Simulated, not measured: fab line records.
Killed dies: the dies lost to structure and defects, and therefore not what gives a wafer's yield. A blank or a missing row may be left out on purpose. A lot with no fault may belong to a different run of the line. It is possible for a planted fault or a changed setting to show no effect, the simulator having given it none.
Chamber matching | flow n5 finfet | N5_BEOL_M11_CVD_75 on cvd co-02 has 3 sister chambers
The step deposits Co from CCTBA/H2, target thk 2 nm, time 138.9 s. 3 wafers are shown with their chamber, then 7 later ones without.

## EACH WAFER AND ITS CHAMBER
wafer  | chamber | run length s (s)
L915.1 | 2       | 162.7
L921.3 | 0       | 160.9
L921.4 | 1       | 160.9

## WAFERS WHOSE CHAMBER IS MISSING
wafer  | run length s (s)
L921.5 | 162.4
L923.3 | 162.1
L923.5 | 161.5
L925.1 | 162.1
L933.1 | 162.1
L933.4 | 160.9
L933.5 | 162.0

## WHICH CHAMBER EACH WENT THROUGH
wafer  | from the rows above          | in truth
L921.5 | 2                            | 2
L923.3 | can't be placed: 2 or 0 or 1 | 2
L923.5 | can't be placed: 0 or 1 or 2 | 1
L925.1 | can't be placed: 2 or 0 or 1 | 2
L933.1 | can't be placed: 2 or 0 or 1 | 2
L933.4 | can't be placed: 0 or 1      | 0
L933.5 | can't be placed: 2 or 0 or 1 | 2
Placed correctly: 1 of 7. These rows do not allow placing 6 (true chamber among the candidates in 6). 0 placed wrongly.
How it was worked out, from the rows above alone: a wafer's distance from a chamber is the root of the sum, over the readings, of the square of ((its reading less the chamber's mean) divided by the reading's scatter). The wafer belongs to the nearest chamber; if the next one is less than 2 further off, it can't be placed. For every chamber, the mean is computed from those of its wafers that are shown. The scatter (one wafer shown for each chamber): square how far every hidden wafer sits from the nearest shown wafer, average those squares and take the square root.
